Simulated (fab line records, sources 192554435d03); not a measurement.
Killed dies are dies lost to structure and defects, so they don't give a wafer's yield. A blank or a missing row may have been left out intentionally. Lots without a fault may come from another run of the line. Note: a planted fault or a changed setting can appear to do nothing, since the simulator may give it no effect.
Struck lot and sound lot, side by side -- flow n5Finfet -- 21 out of 1938 route steps
Sound: wafers L357.1, L357.2, L357.3. Wafers struck: L348.2, L348.4. The cause comes at the end.
For every step that has rows: the tool of each side, followed by ch and its chambers, followed by its first start. Under that, the readings that differ: sound wafers -- struck wafers -- difference of the means -- sigmas: that difference in standard deviations of wafers without a fault.
alike: readings whose means differ by less than 2 such deviations, and words and numbers that are the same on both sides. not compared: withheld readings, readings that some wafer has no value for, bounds like >300 that may hide the same value, and numbers for which the record gives no deviation and whose values overlap.
Wherever a step has rows on one side only, a row that says differs or no value, or a row with sigmas, the two part there. Numbers that don't overlap but have no deviation are shown without sigmas and don't part them. Lack of a reading on every wafer of one side parts them only where that side has two or more wafers.

first, 7 steps without rows for these wafers: N5_SD_EPI_N_COAT_33 (time 60 s, resist thk 35 nm); N5_SD_EPI_N_COAT_03 (resist thk 150 nm); N5_SD_EPI_N_EBR_05; N5_SD_EPI_N_SOFTBAKE_04 (time 60 s); N5_SD_EPI_N_EXPOSE_06 (exposes mask SD N BLK, target cd 120 nm); N5_SD_EPI_N_PEB_07 (peb time 60 s); N5_SD_EPI_N_DEVELOP_08 (develop time 30 s).
N5_SD_EPI_N_CD_MEAS_09: target cd 120 nm.
  sound on cdSem-03 ch 0, day 8 10:28; struck on cdSem-03 ch 0, day 6 03:38
  alike: cdNm
N5_SD_EPI_N_OVL_MEAS_10:
  sound on overlay-02 ch 0, day 8 10:30; struck on overlay-01 ch 0, day 6 03:40
  alike: SD_N_BLK_OVL
N5_SD_EPI_N_INSPECT_11: inspects for defects (macro).
  sound on defectInspect-01, day 8 10:31; struck on defectInspect-01, day 6 03:41
  alike: rawDefectCount
N5_SD_EPI_N_DESCUM_14: chemistry O2, time 7.9 s.
  sound on rieDiel-05 ch 1,2,3, day 8 10:33; struck on rieDiel-03 ch 0,3, day 6 03:52
  alike: drypumpMotorCurrentA, oesProductAu, rfVppV, showerheadPlenumPTorr, throttleValvePct
  not compared: rfHoursCounterH
N5_SD_EPI_N_ETCH_34: etches SiARC in CF4, target depth 45.5 nm, time 75.8 s.
  sound on rieDiel-05 ch 1,2,3, day 8 10:35; struck on rieDiel-03 ch 0,3, day 6 03:55
  alike: drypumpMotorCurrentA, etchRfOnTimeS, oesProductAu, rfVppV, showerheadPlenumPTorr, throttleValvePct
  not compared: rfHoursCounterH
N5_SD_EPI_N_ETCH_35: etches SOC in N2/H2, overetch 108 nm, time 486 s.
  sound on rieDiel-05 ch 1,2,3, day 8 10:38; struck on rieDiel-03 ch 0,3, day 6 03:58
reading,sound,struck,difference,sigmas
oesProductAu (a.u.),0.76 0.69 0.66,0.57 0.55,-0.14,-2
model.SiARC_of_SD_EPI_N_COAT_33.thkNm (nm),19.4 20.4 20.2,14.6 16,-4.7,
  alike: drypumpMotorCurrentA, rfVppV, showerheadPlenumPTorr, throttleValvePct
  not compared: rfHoursCounterH, model.SD_EPI_N.cdNm
then, 1 step without rows for these wafers: N5_SD_EPI_N_STRIP_36 (strips in N2/H2).
N5_SD_EPI_N_ETCHBACK_44: etches SiNx in CH3F/O2, stops on SiO2, target depth 14.5 nm.
  sound on rieDiel-05 ch 1,2,3, day 8 10:58; struck on rieDiel-03 ch 0,3, day 6 04:17
reading,sound,struck,difference,sigmas
oesProductAu (a.u.),0.72 0.66 0.64,0.51 0.48,-0.18,-3
  alike: O2_flow_sccm, drypumpMotorCurrentA, oes_ar_750_au, rfVppV, showerheadPlenumPTorr, throttleValvePct
  not compared: rfHoursCounterH
N5_SD_EPI_N_ETCH_45: etches SiOCN in CH3F/O2, target depth 6 nm.
  sound on rieDiel-05 ch 1,2,3, day 8 11:04; struck on rieDiel-03 ch 0,3, day 6 04:23
  alike: O2_flow_sccm, drypumpMotorCurrentA, oesProductAu, rfVppV, showerheadPlenumPTorr, throttleValvePct
  not compared: rfHoursCounterH
N5_SD_EPI_N_ETCH_16: etches SiO2 in CHF3/O2, target depth 5 nm.
  sound on rieDiel-05 ch 1,2,3, day 8 11:10; struck on rieDiel-03 ch 0,3, day 6 04:29
reading,sound,struck,difference,sigmas
model.SiARC_of_SD_EPI_N_COAT_33.thkNm (nm),12 13.4 13,7 8.6,-5,
  alike: O2_flow_sccm, drypumpMotorCurrentA, oes_ar_750_au, oesProductAu, rfVppV, showerheadPlenumPTorr, throttleValvePct
  not compared: rfHoursCounterH
then, 1 step without rows for these wafers: N5_SD_EPI_N_STRIP_47 (strips in CHF3/O2).
N5_SD_EPI_N_SD_RECESS_17: chemistry HBr/Cl2/O2, target depth 41 nm, time 23.7 s, bt time 3 s.
  sound on rieSi-02 ch 0,2,3, day 8 11:14; struck on rieSi-01 ch 2,3, day 6 04:34
reading,sound,struck,difference,sigmas
rfHoursCounterH (h),192 171 78,3 23,-134,
  alike: O2_flow_sccm, drypumpMotorCurrentA, heBacksideLeakSccm, oesProductAu, throttleValvePct
  not compared: model.SD_EPI_N.cdNm
N5_SD_EPI_N_STRIP_38: strips in N2/H2.
  sound on plasmaAsher-01 ch 0,1, day 8 11:20; struck on plasmaAsher-01 ch 0,1, day 6 04:40
  alike: drypumpMotorCurrentA, heaterPowerW, oesProductAu
  not compared: rfHoursCounterH
-- a jump in the record: the struck wafers' starts before and after are 9 days apart (it breaks off in module SD_EPI_N and resumes in module PASSIVATION, where the first step shown is number 1936 of the route) --
N5_PASSIVATION_PROBE_49:
  sound on prober-01, day 17 03:49; struck on prober-02, day 15 03:48
  alike: killed_at_M0_to_M3, killed_at_M4_up, killedAtContacts, killedAtFrontEnd, killedAtOther, killedDies, killedOnRim, killedOpen, killedShort

WHERE THEY PART
First at N5_SD_EPI_N_ETCH_35; last, within this record, at N5_SD_EPI_N_ETCHBACK_44. Later steps at which nothing parts them and some readings are alike: N5_SD_EPI_N_ETCH_45, N5_SD_EPI_N_ETCH_16, N5_SD_EPI_N_SD_RECESS_17, N5_SD_EPI_N_STRIP_38, N5_PASSIVATION_PROBE_49.

WHY: the cause the simulator had injected
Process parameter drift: rieDiel-03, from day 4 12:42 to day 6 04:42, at N5_SD_EPI_N_ETCH_35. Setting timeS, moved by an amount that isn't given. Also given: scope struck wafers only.
